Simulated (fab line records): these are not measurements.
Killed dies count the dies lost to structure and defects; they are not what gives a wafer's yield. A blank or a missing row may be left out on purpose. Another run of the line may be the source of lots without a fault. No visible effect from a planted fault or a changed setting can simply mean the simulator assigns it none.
fab line records	flow nandHarc
[record] lots = 24	wafers = 72	lastDay = 24
route steps=1159 shown P_M0@264 P_M1@302 P_M2@338
lots that met no fault: taken from a fault-free run of the same line
startH: start of the lot's first displayed wafer, in hours after the record's first day	waitH: hours from the lot's prior step to this one	" the same as in the row above	L1.1+2: a row that stands for several wafers	- no value, or no start given	* or withheld: withheld	< > ~ a bound
route shown NAME@n: names a module that has steps shown in the file, with the first one's number in the route	usual: the fault-free wafers' mean and standard deviation	same: alike in all rows	chamber/n: place in a boat	sites: each site's reading	_std_site: the values' standard deviation	_edge_site: outer sites' mean less inner sites'	radiusMm: how far each site lies from the wafer's centre	mask NAME#n: copy n	behind: the tool/chamber that last shaped the wafer	hold: the reason the lot was held/the length of the hold in hours/how it ended	device: whichever transistor did not switch (one of n, p or np)	end of line: at the end of the route, the tests of the same wafers	a step without rows: its recipe alone	killed: at the first sort, the dies lost to defects and structure; wafer yield is something else	map: a wafer's dies, marking killed ones x, the rest . and places with no die _
set.NAME: the run value of the setting; set.NAME@STEP: its run value at that earlier step	model.NAME: the simulator's own value behind a step, which no gauge read
route steps across a sampled set of lots; one table per step, one row per wafer
services: the hour from which a tool's chamber was out of use, counted from the record's first day as startH (under 0 if before that day), plus the number of hours and why
[[steps]]
[step NHARC_P_M0_OVL_MEAS_10]
[recipe] pitchNm = 180
[usual] overlayXNm = 0.0/1	overlayYNm = 0.1/0.88
lot.wafer	tool	chamber	startH	waitH	overlayXNm	overlayYNm
L074.1	overlay-02	-	124.44	-	0.3	0.0
L074.3	"	-	"	"	0.6	-0.5
L074.6	"	-	"	"	0.1	-0.2
L075.3	overlay-01	-	130.63	-	-1.5	0.6
L075.5	"	-	"	"	-1.3	0.7
L075.6	"	-	"	"	-1.6	0.7
L076.2	overlay-01	-	131.16	-	0.6	0.0
L076.4	"	-	"	"	0.1	1.0
L076.5	"	-	"	"	0.6	0.4
L077.2	overlay-02	-	141.58	-	1.4	0.0
L077.4	"	-	"	"	1.5	-0.2
L077.6	"	-	"	"	1.3	-0.4
L078.1	overlay-01	-	142.15	-	0.6	2.4
L078.4	"	-	"	"	0.7	1.4
L078.6	"	-	"	"	1.0	1.2
L080.1	overlay-01	-	147.05	-	0.4	-1.2
L080.2	"	-	"	"	0.8	-0.3
L080.6	"	-	"	"	0.9	-1.0
L079.1	overlay-02	-	147.45	-	-0.9	1.3
L079.4	"	-	"	"	-1.1	1.0
L079.6	"	-	"	"	-1.1	1.2
L081.2	overlay-01	-	163.93	-	1.8	2.0
L081.3	"	-	"	"	1.7	1.6
L081.4	"	-	"	"	1.9	1.4
L082.3	overlay-01	-	166.61	-	0.1	-0.1
L082.4	"	-	"	"	0.1	-0.2
L082.6	"	-	"	"	-0.2	0.6
L083.1	overlay-02	-	167.49	-	0.6	-0.1
L083.5	"	-	"	"	1.0	0.8
L083.6	"	-	"	"	0.2	0.5
L084.1	overlay-01	-	180.87	-	-2.3	0.5
L084.5	"	-	"	"	-1.0	0.2
L084.6	"	-	"	"	-1.5	-0.4
L085.2	overlay-01	-	182.15	-	1.6	-1.5
L085.4	"	-	"	"	1.0	-1.5
L085.6	"	-	"	"	1.9	-1.7
L087.3	overlay-02	-	191.73	-	-2.4	0.3
L087.4	"	-	"	"	-1.7	0.4
L087.5	"	-	"	"	-1.5	0.3
L086.1	overlay-02	-	198.05	-	-1.2	0.7
L086.2	"	-	"	"	-0.4	1.1
L086.3	"	-	"	"	-0.5	0.6
L088.1	overlay-02	-	206.09	-	0.3	-0.3
L088.4	"	-	"	"	0.5	-0.2
L088.6	"	-	"	"	0.0	0.1
L089.3	overlay-01	-	208.70	-	-0.2	0.8
L089.4	"	-	"	"	0.4	0.8
L089.6	"	-	"	"	0.2	0.9
L090.2	overlay-02	-	217.91	-	0.0	-0.9
L090.4	"	-	"	"	-0.4	-1.5
L090.5	"	-	"	"	-0.3	-0.9
L092.1	overlay-01	-	218.05	-	0.7	-0.9
L092.4	"	-	"	"	1.2	-0.7
L092.5	"	-	"	"	1.1	-1.0
L091.3	overlay-02	-	218.56	-	-0.5	-1.3
L091.4	"	-	"	"	-0.2	-1.2
L091.5	"	-	"	"	-0.5	-1.4
L094.1	overlay-02	-	229.24	-	1.0	-0.2
L094.2	"	-	"	"	0.6	0.6
L094.3	"	-	"	"	0.3	0.0
L093.1	overlay-01	-	230.53	-	-1.2	0.3
L093.2	"	-	"	"	-0.7	0.2
L093.5	"	-	"	"	-1.4	0.3
L095.2	overlay-01	-	237.63	-	1.2	-0.1
L095.5	"	-	"	"	1.2	0.0
L095.6	"	-	"	"	1.4	-0.1
L096.1	overlay-02	-	247.52	-	-0.2	-1.1
L096.3	"	-	"	"	-0.4	-0.6
L096.5	"	-	"	"	0.3	0.0
L097.1	overlay-01	-	260.99	-	-1.0	0.8
L097.5	"	-	"	"	-0.1	1.2
L097.6	"	-	"	"	-0.4	0.6
[step NHARC_P_M0_INSPECT_11]
[usual] rawDefectCount = 3.8/2
lot.wafer	tool	chamber	startH	waitH	rawDefectCount
L074.1	defectInspect-01	-	124.48	0.0	5
L074.3	"	-	"	"	3
L074.6	"	-	"	"	0
L075.3	defectInspect-01	-	130.67	0.0	2
L075.5	"	-	"	"	2
L075.6	"	-	"	"	4
L076.2	defectInspect-01	-	131.19	0.0	4
L076.4	"	-	"	"	2
L076.5	"	-	"	"	3
L077.2	defectInspect-02	-	141.62	0.0	4
L077.4	"	-	"	"	2
L077.6	"	-	"	"	5
L078.1	defectInspect-02	-	142.18	0.0	3
L078.4	"	-	"	"	1
L078.6	"	-	"	"	0
L080.1	defectInspect-01	-	147.08	0.0	2
L080.2	"	-	"	"	7
L080.6	"	-	"	"	4
L079.1	defectInspect-01	-	147.49	0.0	2
L079.4	"	-	"	"	3
L079.6	"	-	"	"	4
L081.2	defectInspect-01	-	163.96	0.0	2
L081.3	"	-	"	"	3
L081.4	"	-	"	"	3
L082.3	defectInspect-02	-	166.65	0.0	3
L082.4	"	-	"	"	3
L082.6	"	-	"	"	3
L083.1	defectInspect-01	-	167.53	0.0	6
L083.5	"	-	"	"	5
L083.6	"	-	"	"	5
L084.1	defectInspect-02	-	180.90	0.0	5
L084.5	"	-	"	"	6
L084.6	"	-	"	"	4
L085.2	defectInspect-01	-	182.19	0.0	4
L085.4	"	-	"	"	4
L085.6	"	-	"	"	2
L087.3	defectInspect-02	-	191.76	0.0	1
L087.4	"	-	"	"	1
L087.5	"	-	"	"	2
L086.1	defectInspect-01	-	198.09	0.0	5
L086.2	"	-	"	"	5
L086.3	"	-	"	"	2
L088.1	defectInspect-01	-	206.14	0.0	1
L088.4	"	-	"	"	4
L088.6	"	-	"	"	2
L089.3	defectInspect-01	-	208.74	0.0	5
L089.4	"	-	"	"	2
L089.6	"	-	"	"	3
L090.2	defectInspect-01	-	217.94	0.0	5
L090.4	"	-	"	"	7
L090.5	"	-	"	"	5
L092.1	defectInspect-01	-	218.09	0.0	5
L092.4	"	-	"	"	1
L092.5	"	-	"	"	3
L091.3	defectInspect-01	-	218.59	0.0	5
L091.4	"	-	"	"	5
L091.5	"	-	"	"	4
L094.1	defectInspect-01	-	229.28	0.0	3
L094.2	"	-	"	"	5
L094.3	"	-	"	"	3
L093.1	defectInspect-02	-	230.59	0.1	7
L093.2	"	-	"	"	8
L093.5	"	-	"	"	2
L095.2	defectInspect-02	-	237.67	0.0	8
L095.5	"	-	"	"	8
L095.6	"	-	"	"	2
L096.1	defectInspect-02	-	247.56	0.0	3
L096.3	"	-	"	"	5
L096.5	"	-	"	"	3
L097.1	defectInspect-01	-	261.02	0.0	2
L097.5	"	-	"	"	3
L097.6	"	-	"	"	1
[step NHARC_P_M1_STRIP_18]
[recipe] powerW = 1000	n2FlowSccm = 150	h2FlowSccm = 150	arFlowSccm = 0	biasW = 0	chemistry = N2/H2
[usual] drypumpMotorCurrentA = 5.7/0.44	oesProductAu = 1.001/0.0095	rfVppV = 90.9/0.95	showerheadPlenumPTorr = 2.07/0.075	throttleValvePct = 14.172/0.0084
lot.wafer	tool	chamber	startH	waitH	drypumpMotorCurrentA	oesProductAu	rfHoursCounterH	rfVppV	showerheadPlenumPTorr	throttleValvePct
L074.1	rieDiel-01	3	129.26	0.1	5.9	0.998	12.0	90.4	1.89	14.162
L074.3	"	2	"	"	6.0	0.991	10.9	91.6	2.17	14.176
L074.6	"	3	"	"	5.9	0.998	-	89.9	1.89	14.168
L075.3	rieDiel-01	1	135.18	0.1	6.0	1.010	10.4	88.9	2.08	14.177
L075.5	"	1	"	"	6.0	1.013	-	90.8	2.08	14.165
L075.6	"	2	"	"	6.1	0.999	-	92.6	2.17	14.171
L076.4	rieDiel-03	1	135.62	0.1	5.9	1.009	1.7	90.6	2.03	14.158
L076.2	"	3	"	"	5.0	1.018	1.7	91.3	2.06	14.174
L076.5	"	1	"	"	5.9	1.012	-	90.4	2.03	14.165
L077.4	rieDiel-03	3	146.19	0.1	5.0	1.008	2.2	90.6	2.06	14.166
L077.2	"	0	"	"	5.5	0.992	2.0	90.9	2.07	14.172
L077.6	"	3	"	"	5.0	1.009	-	90.9	2.06	14.165
L078.4	rieDiel-03	3	146.76	0.1	5.0	1.015	2.2	89.9	2.06	14.172
L078.1	"	0	"	"	5.5	1.003	2.0	90.8	2.07	14.168
L078.6	"	1	"	"	6.0	1.016	-	91.0	2.03	14.169
L080.2	rieDiel-03	3	151.63	0.1	5.0	1.017	2.4	90.7	2.06	14.181
L080.1	"	0	"	"	5.4	0.989	2.2	89.6	2.07	14.182
L080.6	"	0	"	"	5.5	1.000	-	92.8	2.07	14.167
L079.1	rieDiel-03	1	152.15	0.1	6.0	1.004	2.5	89.9	2.03	14.179
L079.4	"	3	"	"	5.1	1.019	2.4	90.0	2.06	14.171
L079.6	"	1	"	"	5.9	0.998	-	91.1	2.03	14.163
L081.3	rieDiel-03	0	168.59	0.1	5.5	1.003	2.5	90.9	2.07	14.179
L081.2	"	1	"	"	6.0	0.996	2.8	91.7	2.03	14.170
L081.4	"	2	"	"	6.3	0.991	2.8	90.1	2.18	14.161
L082.4	rieDiel-01	1	171.67	0.1	6.0	0.985	0.9	90.3	2.08	14.158
L082.3	"	0	"	"	6.1	0.996	0.8	92.0	2.19	14.171
L082.6	"	1	"	"	6.0	1.001	-	90.4	2.08	14.190
L083.1	rieDiel-03	3	172.51	0.1	5.0	1.018	2.8	90.3	2.06	14.162
L083.6	"	3	"	"	5.0	1.031	-	90.7	2.06	14.164
L083.5	"	0	"	"	5.5	0.985	-	90.7	2.07	14.180
L084.1	rieDiel-03	0	186.56	0.1	5.5	1.001	3.0	91.5	2.07	14.161
L084.6	"	0	"	"	5.5	1.000	-	90.7	2.07	14.172
L084.5	"	1	"	"	6.0	1.019	-	90.2	2.03	14.174
L085.2	rieDiel-01	2	187.48	0.1	6.0	0.998	2.5	91.7	2.16	14.196
L085.6	"	3	"	"	5.9	0.985	-	90.4	1.89	14.171
L085.4	"	1	"	"	6.0	0.986	-	90.0	2.08	14.165
L087.4	rieDiel-03	3	196.29	0.1	5.0	1.020	3.3	90.5	2.06	14.166
L087.3	"	0	"	"	5.5	1.002	3.3	90.9	2.07	14.188
L087.5	"	0	"	"	5.5	1.008	-	90.5	2.07	14.171
L086.3	rieDiel-03	1	202.85	0.1	6.0	1.004	3.7	91.4	2.03	14.165
L086.1	"	2	"	"	6.3	0.985	3.5	92.5	2.18	14.172
L086.2	"	0	"	"	5.5	0.988	3.5	90.4	2.07	14.165
L088.1	rieDiel-01	2	210.66	0.1	6.0	1.002	4.2	90.9	2.16	14.168
L088.4	"	0	"	"	6.1	1.011	4.2	91.5	2.19	14.165
L088.6	"	3	"	"	5.8	0.982	-	90.5	1.89	14.179
L089.4	rieDiel-03	1	213.32	0.1	5.9	0.998	4.2	90.4	2.03	14.167
L089.3	"	3	"	"	5.0	1.019	3.9	91.6	2.06	14.181
L089.6	"	1	"	"	6.0	0.996	-	92.4	2.03	14.166
L090.2	rieDiel-12	3	222.42	0.1	5.5	1.001	0.8	90.6	2.05	14.171
L090.4	"	2	"	"	6.2	1.000	0.6	89.8	2.01	14.179
L090.5	"	0	"	"	4.9	1.003	-	90.5	2.14	14.169
L092.1	rieDiel-12	2	223.40	0.1	6.2	0.996	0.7	90.0	2.01	14.157
L092.4	"	1	"	"	6.0	0.999	0.6	91.6	2.01	14.178
L092.5	"	2	"	"	6.2	0.998	-	90.4	2.01	14.156
L091.4	rieDiel-12	3	223.97	0.1	5.5	1.006	1.0	91.0	2.05	14.173
L091.3	"	0	"	"	4.9	0.995	0.9	90.3	2.14	14.182
L091.5	"	0	"	"	4.9	0.999	-	92.4	2.14	14.172
L094.3	rieDiel-01	1	233.78	0.1	6.0	0.994	6.2	92.7	2.08	14.162
L094.1	"	3	"	"	5.8	0.985	6.4	87.9	1.89	14.173
L094.2	"	0	"	"	6.1	1.013	6.1	91.4	2.19	14.174
L093.1	rieDiel-12	3	235.19	0.1	5.5	1.011	1.4	90.4	2.05	14.164
L093.2	"	1	"	"	6.0	0.997	1.0	90.1	2.01	14.173
L093.5	"	3	"	"	5.5	0.993	-	91.8	2.05	14.171
L095.2	rieDiel-03	0	242.39	0.1	5.5	0.998	0.4	89.8	2.06	14.172
L095.5	"	0	"	"	5.5	0.995	-	91.2	2.06	14.175
L095.6	"	1	"	"	6.0	0.997	-	90.4	2.03	14.148
L096.3	rieDiel-12	2	252.04	0.1	6.2	1.001	1.8	92.7	2.01	14.165
L096.1	"	3	"	"	5.5	1.002	2.8	90.8	2.05	14.175
L096.5	"	0	"	"	4.9	0.994	-	91.5	2.14	14.181
L097.1	rieDiel-12	0	266.02	0.1	4.9	1.005	3.3	90.8	2.14	14.170
L097.5	"	2	"	"	6.2	1.016	-	90.3	2.01	14.161
L097.6	"	3	"	"	5.5	1.003	-	91.6	2.05	14.174
[step NHARC_P_M1_ETCH_28]
[recipe] targetDepthA = 300	overEtchFrac = 0.3	timeS = 72.99	ionEnergyEv = 150	cf4FlowSccm = 50	n2FlowSccm = 100	arFlowSccm = 150	rfW = 300	biasW = 100	chemistry = CF4/N2
[usual] cf4FlowSccm = 49.99/0.15	drypumpMotorCurrentA = 5.8/0.44	oesProductAu = 1.003/0.0099	rfVppV = 314.7/1.7	showerheadPlenumPTorr = 2.67/0.089	throttleValvePct = 19.795/0.0095
[same] timeS = 72.99
lot.wafer	tool	chamber	startH	waitH	cf4FlowSccm	drypumpMotorCurrentA	oesProductAu	rfHoursCounterH	rfVppV	showerheadPlenumPTorr	throttleValvePct
L074.1	rieDiel-01	0	-	-	50.00	6.1	1.001	10.5	316.9	2.81	19.791
L074.3	"	2	"	"	50.15	6.0	0.983	11.0	317.1	2.78	19.799
L074.6	"	1	"	"	50.17	6.0	0.995	-	314.2	2.68	19.808
L075.3	rieDiel-01	0	-	-	50.25	6.1	0.999	10.7	318.2	2.81	19.780
L075.6	"	1	"	"	49.98	6.0	0.991	-	314.5	2.68	19.790
L075.5	"	2	"	"	49.99	6.1	0.984	-	317.3	2.78	19.798
L076.4	rieDiel-03	0	-	-	49.84	5.5	0.999	1.7	314.5	2.66	19.810
L076.2	"	3	"	"	49.84	5.0	1.021	1.8	314.5	2.65	19.800
L076.5	"	0	"	"	50.07	5.4	1.001	-	314.5	2.66	19.797
L077.4	rieDiel-03	0	-	-	49.77	5.5	0.992	2.0	313.5	2.66	19.790
L077.2	"	1	"	"	49.82	6.0	1.001	2.2	313.9	2.62	19.819
L077.6	"	2	"	"	49.85	6.3	0.982	-	316.3	2.79	19.787
L078.4	rieDiel-03	3	-	-	50.03	5.0	1.006	2.3	314.1	2.65	19.789
L078.1	"	0	"	"	49.86	5.5	1.008	2.1	315.0	2.66	19.795
L078.6	"	2	"	"	49.95	6.3	0.996	-	317.3	2.79	19.795
L080.1	rieDiel-03	2	-	-	49.80	6.3	0.990	2.5	317.2	2.79	19.804
L080.2	"	0	"	"	49.97	5.5	0.990	2.2	314.5	2.66	19.802
L080.6	"	2	"	"	49.71	6.3	0.982	-	316.2	2.79	19.809
L079.4	rieDiel-03	1	-	-	49.97	6.0	1.022	2.5	312.1	2.62	19.789
L079.1	"	0	"	"	49.80	5.4	1.017	2.3	313.8	2.66	19.791
L079.6	"	1	"	"	50.21	6.0	1.011	-	313.4	2.62	19.786
L081.3	rieDiel-03	0	-	-	50.11	5.5	1.008	2.5	313.8	2.66	19.795
L081.2	"	1	"	"	49.79	5.9	1.015	2.8	315.5	2.62	19.814
L081.4	"	2	"	"	49.94	6.3	0.993	2.8	315.4	2.79	19.807
L082.4	rieDiel-01	0	-	-	49.97	6.1	1.009	0.8	316.8	2.81	19.782
L082.3	"	3	"	"	50.17	5.8	0.989	0.5	311.6	2.45	19.793
L082.6	"	1	"	"	49.94	6.0	0.998	-	315.0	2.68	19.781
L083.1	rieDiel-03	1	-	-	49.97	5.9	1.000	3.0	315.0	2.62	19.803
L083.6	"	0	"	"	50.29	5.5	0.993	-	313.8	2.66	19.809
L083.5	"	1	"	"	49.78	5.9	1.002	-	314.1	2.62	19.782
L084.1	rieDiel-03	2	-	-	50.04	6.3	1.000	3.1	316.1	2.79	19.786
L084.5	"	0	"	"	49.75	5.5	1.010	-	314.8	2.66	19.785
L084.6	"	1	"	"	49.97	5.9	1.020	-	314.0	2.62	19.794
L085.2	rieDiel-01	1	-	-	49.92	6.0	1.001	2.7	315.1	2.68	19.798
L085.6	"	2	"	"	50.07	6.0	1.001	-	317.6	2.77	19.785
L085.4	"	3	"	"	49.92	5.9	0.987	-	311.7	2.45	19.802
L087.3	rieDiel-03	3	-	-	50.12	5.0	1.025	3.4	314.2	2.65	19.799
L087.4	"	2	"	"	50.01	6.3	0.994	3.4	316.2	2.79	19.798
L087.5	"	0	"	"	50.17	5.5	1.008	-	314.3	2.66	19.796
L086.1	rieDiel-03	3	-	-	50.10	5.0	1.017	3.6	313.2	2.65	19.784
L086.3	"	0	"	"	50.19	5.5	1.003	3.5	315.7	2.66	19.800
L086.2	"	1	"	"	50.06	6.0	1.004	3.7	313.5	2.62	19.796
L088.4	rieDiel-01	1	-	-	49.95	6.0	1.007	4.4	315.3	2.68	19.797
L088.1	"	3	"	"	49.83	5.9	0.999	4.6	310.1	2.45	19.794
L088.6	"	2	"	"	50.10	6.0	1.007	-	316.8	2.77	19.786
L089.4	rieDiel-03	0	-	-	50.02	5.5	0.991	4.0	315.9	2.66	19.803
L089.3	"	1	"	"	50.06	5.9	1.012	4.2	313.7	2.62	19.795
L089.6	"	2	"	"	49.82	6.3	1.004	-	316.6	2.79	19.821
L090.4	rieDiel-12	3	-	-	49.84	5.5	0.999	0.8	314.7	2.63	19.801
L090.2	"	1	"	"	49.92	6.0	1.004	0.6	314.3	2.59	19.796
L090.5	"	2	"	"	49.66	6.2	1.013	-	313.1	2.59	19.772
L092.1	rieDiel-12	2	-	-	49.93	6.2	0.994	0.7	313.7	2.59	19.804
L092.4	"	3	"	"	49.94	5.5	1.005	0.9	312.8	2.63	19.796
L092.5	"	2	"	"	49.94	6.2	1.004	-	313.6	2.59	19.794
L091.4	rieDiel-12	3	-	-	50.11	5.5	1.005	1.0	315.5	2.63	19.788
L091.3	"	0	"	"	49.98	4.9	1.002	0.9	315.6	2.74	19.805
L091.5	"	3	"	"	50.11	5.5	1.008	-	314.4	2.63	19.779
L094.1	rieDiel-01	2	-	-	49.96	6.0	1.010	4.7	317.8	2.77	19.796
L094.3	"	3	"	"	50.25	5.8	0.999	6.4	311.7	2.45	19.803
L094.2	"	1	"	"	49.73	6.0	1.008	6.2	315.3	2.68	19.809
L093.1	rieDiel-12	1	-	-	50.13	6.0	0.999	1.1	313.7	2.59	19.809
L093.2	"	3	"	"	49.98	5.5	1.006	1.5	315.0	2.63	19.784
L093.5	"	0	"	"	49.89	4.9	1.006	-	315.4	2.74	19.791
L095.2	rieDiel-03	1	-	-	49.98	6.0	1.004	0.5	313.4	2.62	19.797
L095.5	"	1	"	"	50.15	5.9	1.008	-	315.0	2.61	19.785
L095.6	"	2	"	"	49.97	6.3	1.000	-	318.1	2.79	19.808
L096.3	rieDiel-12	0	-	-	50.00	4.9	0.995	3.0	316.0	2.74	19.793
L096.1	"	2	"	"	50.18	6.2	1.004	1.8	314.3	2.59	19.803
L096.5	"	0	"	"	49.90	4.9	0.995	-	315.7	2.74	19.777
L097.1	rieDiel-12	1	-	-	50.07	6.0	0.993	3.1	312.1	2.59	19.795
L097.6	"	2	"	"	49.88	6.2	1.002	-	314.6	2.59	19.802
L097.5	"	3	"	"	50.07	5.5	1.015	-	313.3	2.63	19.807
[step NHARC_P_M1_INSPECT_27]
[usual] rawDefectCount = 306/110
lot.wafer	tool	chamber	startH	waitH	rawDefectCount
L074.1	defectInspect-01	-	131.54	0.0	470
L074.3	"	-	"	"	470
L074.6	"	-	"	"	640
L075.3	defectInspect-01	-	137.42	0.0	216
L075.5	"	-	"	"	246
L075.6	"	-	"	"	233
L076.2	defectInspect-01	-	137.84	0.0	408
L076.4	"	-	"	"	368
L076.5	"	-	"	"	564
L077.2	defectInspect-01	-	148.40	0.0	247
L077.4	"	-	"	"	431
L077.6	"	-	"	"	345
L078.1	defectInspect-01	-	148.90	0.0	476
L078.4	"	-	"	"	279
L078.6	"	-	"	"	216
L080.1	defectInspect-02	-	154.17	0.0	397
L080.2	"	-	"	"	207
L080.6	"	-	"	"	257
L079.1	defectInspect-01	-	154.36	0.0	236
L079.4	"	-	"	"	475
L079.6	"	-	"	"	233
L081.2	defectInspect-02	-	171.03	0.0	305
L081.3	"	-	"	"	602
L081.4	"	-	"	"	435
L082.3	defectInspect-01	-	173.93	0.1	418
L082.4	"	-	"	"	115
L082.6	"	-	"	"	271
L083.1	defectInspect-01	-	174.84	0.0	140
L083.5	"	-	"	"	310
L083.6	"	-	"	"	204
L084.1	defectInspect-02	-	188.76	0.0	508
L084.5	"	-	"	"	477
L084.6	"	-	"	"	350
L085.2	defectInspect-01	-	189.71	0.0	385
L085.4	"	-	"	"	356
L085.6	"	-	"	"	319
L087.3	defectInspect-01	-	198.78	0.0	297
L087.4	"	-	"	"	209
L087.5	"	-	"	"	245
L086.1	defectInspect-01	-	205.07	0.0	212
L086.2	"	-	"	"	301
L086.3	"	-	"	"	242
L088.1	defectInspect-01	-	212.87	0.0	192
L088.4	"	-	"	"	290
L088.6	"	-	"	"	336
L089.3	defectInspect-01	-	215.52	0.0	231
L089.4	"	-	"	"	476
L089.6	"	-	"	"	363
L090.2	defectInspect-01	-	224.64	0.0	310
L090.4	"	-	"	"	294
L090.5	"	-	"	"	251
L092.1	defectInspect-02	-	225.67	0.0	313
L092.4	"	-	"	"	355
L092.5	"	-	"	"	320
L091.3	defectInspect-01	-	226.18	0.0	274
L091.4	"	-	"	"	294
L091.5	"	-	"	"	293
L094.1	defectInspect-02	-	236.40	0.0	417
L094.2	"	-	"	"	427
L094.3	"	-	"	"	374
L093.1	defectInspect-01	-	237.86	0.0	290
L093.2	"	-	"	"	344
L093.5	"	-	"	"	275
L095.2	defectInspect-01	-	244.60	0.0	234
L095.5	"	-	"	"	309
L095.6	"	-	"	"	329
L096.1	defectInspect-02	-	254.19	0.0	112
L096.3	"	-	"	"	289
L096.5	"	-	"	"	202
L097.1	defectInspect-01	-	268.18	0.0	467
L097.5	"	-	"	"	206
L097.6	"	-	"	"	263
[step NHARC_P_M2_DEGAS_29]
[recipe] tempC = 250	timeS = 60
[usual] heaterPowerW = 352/38	susceptorTempC = 250.00/0.17
[same] timeS = 60
lot.wafer	tool	chamber	startH	waitH	heaterPowerW	susceptorTempC
L074.3	pvdSputter-03	-	134.19	-	321	250.03
L074.1	"	-	"	"	282	249.98
L074.6	"	-	"	"	320	250.13
L075.3	pvdSputter-03	-	139.92	-	371	249.78
L075.5	"	-	"	"	320	249.80
L075.6	"	-	"	"	447	249.87
L076.4	pvdSputter-02	-	140.45	-	363	249.83
L076.2	"	-	"	"	323	250.08
L076.5	"	-	"	"	360	249.71
L077.2	pvdSputter-01	-	150.87	-	383	249.89
L077.4	"	-	"	"	358	249.80
L077.6	"	-	"	"	385	250.14
L078.4	pvdSputter-03	-	151.52	-	366	249.97
L078.1	"	-	"	"	323	250.07
L078.6	"	-	"	"	288	250.13
L080.2	pvdSputter-03	-	156.90	-	282	250.13
L080.1	"	-	"	"	368	249.97
L080.6	"	-	"	"	286	250.32
L079.1	pvdSputter-02	-	156.99	-	305	-
L079.4	"	-	"	"	358	-
L079.6	"	-	"	"	333	-
L081.2	pvdSputter-01	-	173.56	-	363	250.12
L081.4	"	-	"	"	389	250.10
L081.3	"	-	"	"	378	250.28
L082.3	pvdSputter-02	-	176.47	-	320	249.99
L082.4	"	-	"	"	377	249.77
L082.6	"	-	"	"	297	249.84
L083.1	pvdSputter-02	-	177.46	-	351	250.09
L083.5	"	-	"	"	368	249.85
L083.6	"	-	"	"	333	250.23
L084.1	pvdSputter-02	-	191.60	-	363	249.69
L084.6	"	-	"	"	328	249.74
L084.5	"	-	"	"	293	250.03
L085.4	pvdSputter-02	-	192.53	-	295	250.02
L085.2	"	-	"	"	364	249.77
L085.6	"	-	"	"	366	249.88
L087.3	pvdSputter-01	-	201.40	-	355	249.84
L087.4	"	-	"	"	381	250.36
L087.5	"	-	"	"	351	249.94
L086.2	pvdSputter-01	-	207.59	-	341	249.76
L086.3	"	-	"	"	384	250.29
L086.1	"	-	"	"	355	250.10
L088.1	pvdSputter-01	-	215.35	-	386	250.22
L088.4	"	-	"	"	385	250.28
L088.6	"	-	"	"	384	249.73
L089.4	pvdSputter-01	-	218.13	-	337	250.19
L089.3	"	-	"	"	397	249.91
L089.6	"	-	"	"	346	250.12
L090.2	pvdSputter-01	-	227.54	-	355	249.91
L090.4	"	-	"	"	344	250.18
L090.5	"	-	"	"	358	249.84
L092.1	pvdSputter-02	-	228.28	-	302	-
L092.4	"	-	"	"	353	-
L092.5	"	-	"	"	302	-
L091.3	pvdSputter-01	-	229.04	-	384	249.99
L091.4	"	-	"	"	358	250.27
L091.5	"	-	"	"	339	249.96
L094.2	pvdSputter-02	-	239.17	-	323	249.90
L094.3	"	-	"	"	306	249.85
L094.1	"	-	"	"	362	249.80
L093.2	pvdSputter-01	-	240.54	-	336	-
L093.1	"	-	"	"	385	-
L093.5	"	-	"	"	366	-
L095.2	pvdSputter-03	-	247.08	-	285	250.04
L095.6	"	-	"	"	436	250.11
L095.5	"	-	"	"	283	250.22
L096.3	pvdSputter-01	-	256.78	-	386	249.72
L096.1	"	-	"	"	396	250.01
L096.5	"	-	"	"	341	249.80
L097.1	pvdSputter-02	-	271.22	-	351	250.01
L097.5	"	-	"	"	361	250.13
L097.6	"	-	"	"	353	249.91
[[services]]
tool	chamber	startH	hours	kind
rieDiel-03	0	120.80	-	clean
rieDiel-03	1	120.80	-	clean
rieDiel-03	2	120.80	-	clean
rieDiel-03	3	120.80	-	clean
rieDiel-01	-	137.90	9.0	pm
rieDiel-03	0	141.63	4.3	repair
rieDiel-03	1	145.30	-	clean
rieDiel-03	2	145.30	-	clean
rieDiel-03	3	145.30	-	clean
rieDiel-12	3	154.02	6.5	repair
pvdSputter-01	-	158.05	10.0	pm
rieDiel-03	0	169.80	-	clean
rieDiel-03	1	169.80	-	clean
rieDiel-03	2	169.80	-	clean
rieDiel-03	3	169.80	-	clean
pvdSputter-03	-	178.15	4.8	repair
rieDiel-12	-	202.40	9.0	pm
pvdSputter-02	-	214.00	10.0	pm
rieDiel-03	-	215.30	9.0	pm
rieDiel-01	2	217.22	9.7	repair
pvdSputter-02	-	229.43	5.2	repair
rieDiel-12	2	245.34	5.4	repair
pvdSputter-03	-	248.91	3.0	repair
rieDiel-01	0	263.99	8.1	repair
[[key]]
fault none
